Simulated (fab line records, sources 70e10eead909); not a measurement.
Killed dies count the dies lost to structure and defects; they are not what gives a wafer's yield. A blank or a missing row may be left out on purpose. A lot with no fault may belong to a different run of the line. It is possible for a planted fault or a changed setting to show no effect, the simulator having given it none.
Chamber matching / flow nand_harc / NHARC_A_CHANNEL_FILL_D1_ALD_25 on ald_hk-03: 4 sister chambers
The step deposits SiOx, target thk 60 nm, pulse time 10 s, ald cycles 600. 14 wafers are shown with their chamber, then 7 later ones without.

## WAFERS, EACH WITH ITS CHAMBER
wafer=L367.2; chamber=3; heater_power_w (W)=394; precursor_pulse_height_rel=0.988
wafer=L367.3; chamber=0; heater_power_w (W)=490; precursor_pulse_height_rel=1.025
wafer=L367.6; chamber=0; heater_power_w (W)=483; precursor_pulse_height_rel=1.008
wafer=L369.3; chamber=2; heater_power_w (W)=500; precursor_pulse_height_rel=1.001
wafer=L369.6; chamber=0; heater_power_w (W)=481; precursor_pulse_height_rel=0.999
wafer=L369.5; chamber=1; heater_power_w (W)=416; precursor_pulse_height_rel=0.994
wafer=L370.3; chamber=3; heater_power_w (W)=378; precursor_pulse_height_rel=0.996
wafer=L370.1; chamber=1; heater_power_w (W)=416; precursor_pulse_height_rel=0.984
wafer=L370.5; chamber=2; heater_power_w (W)=504; precursor_pulse_height_rel=1.042
wafer=L378.1; chamber=0; heater_power_w (W)=488; precursor_pulse_height_rel=1.014
wafer=L378.2; chamber=1; heater_power_w (W)=429; precursor_pulse_height_rel=1.002
wafer=L378.6; chamber=2; heater_power_w (W)=505; precursor_pulse_height_rel=1.007
wafer=L379.2; chamber=3; heater_power_w (W)=387; precursor_pulse_height_rel=1.021
wafer=L379.3; chamber=1; heater_power_w (W)=423; precursor_pulse_height_rel=0.994

SIGNATURES, as means of the wafers listed above
reading=heater_power_w; chamber 0=485.50; chamber 1=421.00; chamber 2=503.00; chamber 3=386.33; scatter within a chamber=5.6
reading=precursor_pulse_height_rel; chamber 0=1.01150; chamber 1=0.99350; chamber 2=1.01667; chamber 3=1.00167; scatter within a chamber=0.0145
Rule: a wafer's distance from a chamber is the root of the sum, over the readings, of the square of ((its reading less the chamber's mean) divided by the reading's scatter). If the next closest chamber is less than 2 further off than the closest, the wafer can't be placed; otherwise it belongs to the closest. The scatter is the square root of a quotient: the sum, over the shown wafers, of each reading's squared deviation from its chamber's mean, divided by wafers minus chambers.

## WAFERS MISSING THEIR CHAMBER
wafer=L379.4; heater_power_w (W)=489; precursor_pulse_height_rel=0.986
wafer=L385.2; heater_power_w (W)=495; precursor_pulse_height_rel=0.973
wafer=L385.5; heater_power_w (W)=395; precursor_pulse_height_rel=0.995
wafer=L385.6; heater_power_w (W)=491; precursor_pulse_height_rel=0.986
wafer=L387.1; heater_power_w (W)=495; precursor_pulse_height_rel=1.025
wafer=L387.3; heater_power_w (W)=394; precursor_pulse_height_rel=0.994
wafer=L387.6; heater_power_w (W)=436; precursor_pulse_height_rel=0.975

## THE CHAMBER EACH PASSED THROUGH
wafer=L379.4; from the rows above=can't be placed: 0 or 2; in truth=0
wafer=L385.2; from the rows above=can't be placed: 0 or 2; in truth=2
wafer=L385.5; from the rows above=3; in truth=3
wafer=L385.6; from the rows above=can't be placed: 0 or 2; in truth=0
wafer=L387.1; from the rows above=can't be placed: 2 or 0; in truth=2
wafer=L387.3; from the rows above=3; in truth=3
wafer=L387.6; from the rows above=1; in truth=1
Correct placement for 3 of the 7. From these rows, 4 cannot be placed; in 4 the true chamber is one of the candidates. 0 placed wrongly.
